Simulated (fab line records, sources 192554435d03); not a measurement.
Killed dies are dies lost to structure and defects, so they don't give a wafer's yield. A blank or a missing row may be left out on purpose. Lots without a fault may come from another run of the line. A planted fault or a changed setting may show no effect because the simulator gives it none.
A struck lot beside a sound one | flow n5_finfet | 37 steps out of a route of 1938
Sound: wafers L732.2, L732.3, L732.5. Struck: wafer L736.4. (L736.2, L736.5 of the same lot were not struck and are left out.) The cause comes at the end.
At each step with rows: each side's tool, then ch and its chambers, then its first start. Under that, the readings that differ: sound wafers | struck wafers | difference of the means | sigmas: that difference in standard deviations of wafers without a fault.
alike: readings whose means differ by less than 2 such deviations, and words and numbers that are the same on both sides. not compared: withheld readings, readings that some wafer has no value for, bounds like >300 that may hide the same value, and numbers for which the record gives no deviation and whose values overlap.
The two part at a step that has a row with sigmas, a row that says differs or no value, or rows on one side only. Numbers that don't overlap but have no deviation are shown without sigmas and don't part them. A reading that every wafer of one side lacks parts them only if that side has two wafers or more.

first, 9 steps without rows for these wafers: N5_BEOL_M8_DESCUM_33 (chemistry O2, time 7 s); N5_BEOL_M8_ETCH_72 (etches underlayer in N2/H2, target depth 6.5 nm, time 5.2 s); N5_BEOL_M8_ETCH_65 (etches SiARC in CF4, target depth 15.6 nm, time 26 s); N5_BEOL_M8_ETCH_66 (etches SOC in N2/H2, target depth 80 nm, overetch 16 nm, time 120 s); N5_BEOL_M8_STRIP_69 (strips in N2/H2); N5_BEOL_M8_STRIP_73 (strips in N2/H2); N5_BEOL_M8_VIA_ETCH_34 (etches SiCOH lowk in C4F6/O2, target depth 125.5 nm, time 50.5 s); N5_BEOL_M8_STRIP_76 (strips in C4F6/O2); N5_BEOL_M8_STRIP_36 (strips in N2/H2).
N5_BEOL_M8_TRENCH_ETCH_37: etches SiCOH lowk in C4F6/O2, target depth 93.478 nm, time 31.2 s.
  sound on rie_diel-02 ch 0,1,2, day 11 21:01; struck on rie_diel-02 ch 0, day 13 03:08
  reading                                    | sound             | struck | difference | sigmas
  run_length_s (s)                           | 54.3 53.7 54.7    | 61.4   | +7.2       | +14
  model.BEOL_M8.feature_depth_nm (nm)        | 95.8 91.8 94.8    | 114.2  | +20.1      |
  model.etch.depth_nm (nm)                   | 95.78 91.86 94.74 | 114.1  | +20.0      |
  model.TiN_of_BEOL_M8_HM_DEP_02.thk_nm (nm) | 17.8 18.2 18      | 17.2   | -0.8       |
  alike: chamber_pressure_mTorr, drypump_motor_current_A, oes_product_au, rf_vpp_V, showerhead_plenum_p_Torr, throttle_valve_pct
  not compared: rf_hours_counter_h
then, 2 steps without rows for these wafers: N5_BEOL_M8_ETCH_41 (etches SiCN in CH3F/O2, target depth 31.9 nm, time 57.8 s); N5_BEOL_M8_STRIP_80 (strips in N2/H2, time 10 s).
N5_BEOL_M8_OCD_MEAS_38:
  sound on ocd-01, day 11 21:11; struck on ocd-01, day 13 03:17
  reading              | sound          | struck | difference | sigmas
  trench_depth_nm (nm) | 95.4 91.7 95.0 | 114.0  | +20.0      | +15
then, 13 steps without rows for these wafers: N5_BEOL_M8_HM_STRIP_39 (strips TiN in peroxide tin strip, target depth 25 nm, time 158 s); N5_BEOL_M8_SRD_40 (time 30 s); N5_BEOL_M8_PRECLEAN_42 (cleans in residue remover, time 60 s); N5_BEOL_M8_SRD_43 (time 30 s); N5_BEOL_M8_CURE_75 (cures SiCOH lowk, time 120 s); N5_BEOL_M8_DEGAS_44 (time 60 s); N5_BEOL_M8_PRE_CLEAN_45 (time 30 s); N5_BEOL_M8_ALD_77 (deposits TaN, target thk 2 nm, pulse time 2 s, purge time 3 s); N5_BEOL_M8_SURFACE_TREAT_79; N5_BEOL_M8_CVD_78 (deposits Co from CCTBA/H2, target thk 2 nm, time 142.3 s); N5_BEOL_M8_SPUTTER_48 (material Cu, target thk 10 nm, time 1.667 s); N5_BEOL_M8_ECD_50 (material Cu, target thk 300 nm); N5_BEOL_M8_ANNEAL_51 (time 90 s).
N5_BEOL_M8_CMP_52: polishes, stops on SiCOH lowk, t overpolish 6.9 s, target thk 80 nm.
  sound on cmp-04 ch 0,2,3, day 11 23:43; struck on cmp-01 ch 3, day 13 05:25
  reading                                | sound          | struck | difference | sigmas
  model.Cu_of_BEOL_M8_ECD_50.thk_nm (nm) | 84.2 77.6 82.6 | 101.2  | +19.7      |
  alike: barrier_field_endpoint_s, clearing_platen_down_force_psi, motor_current_A, overpolish_run_s, time_to_endpoint_s
N5_BEOL_M8_THK_MEAS_53: measures by xrf.
  sound on film_metro-02, day 11 23:56; struck on film_metro-01, day 13 05:43
  reading     | sound          | struck | difference | sigmas
  M8_THK (nm) | 84.3 77.5 82.0 | 98.9   | +17.6      | +10
then, 2 steps without rows for these wafers: N5_BEOL_M8_PRE_CLEAN_55 (time 15 s); N5_BEOL_M8_DEP_56 (deposits SiCN from 3MS/NH3, target thk 10 nm, time 17.5 s).
N5_BEOL_M8_RS_MEAS_57: measures by four-point-probe.
  sound on film_metro-01, day 12 00:04; struck on film_metro-01, day 13 05:51
  reading        | sound             | struck | difference | sigmas
  M8_RS (ohm/sq) | 0.269 0.296 0.275 | 0.218  | -0.062     | -9
then, 5 steps without rows for these wafers: N5_BEOL_M9_ILD_DEP_00 (deposits SiCOH lowk from DEMS/porogen, target thk 308.51 nm, time 58 s); N5_BEOL_M9_CURE_71 (cures SiCOH lowk, time 240 s); N5_BEOL_M9_PECVD_70 (deposits SiO2 from TEOS/O2, target thk 20 nm, time 22.7 s); N5_BEOL_M9_HM_DEP_02 (deposits TiN, target thk 20 nm); N5_BEOL_M9_COAT_59 (time 60 s, resist thk 100 nm).
-- the record jumps here: 2 days lie between the struck wafers' starts before and after (it left off in module BEOL_M9 and takes up again in module BEOL_M15, whose first step shown is number 1830 of the route) --
N5_BEOL_M15_RC_MEAS_101:
  sound on prober-01 ch 0, day 14 06:06; struck on prober-02 ch 0, day 15 08:49
  reading                   | sound          | struck | difference | sigmas
  SERP_M8 (ohm/um)          | 13.4 14.2 13.6 | 10.2   | -3.5       | -8
  SERP_M8_max_site (ohm/um) | 13.6 14.6 14.2 | 10.5   | -3.6       | -7
  alike: COMB_M10, COMB_M10_max_site, COMB_M11, COMB_M12, COMB_M13, COMB_M14, COMB_M14_max_site, COMB_M15, COMB_M5, COMB_M5_max_site, COMB_M6, COMB_M7, COMB_M9, SERP_M10, SERP_M11, SERP_M12, SERP_M13, SERP_M14, SERP_M5, SERP_M6, SERP_M7, SERP_M9

WHERE THEY PART
First at N5_BEOL_M8_TRENCH_ETCH_37; last, within this record, at N5_BEOL_M15_RC_MEAS_101.

WHY: what the simulator had put in
Process parameter drift: rie_diel-02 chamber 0, from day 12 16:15 on, at N5_BEOL_M8_TRENCH_ETCH_37. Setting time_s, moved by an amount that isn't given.
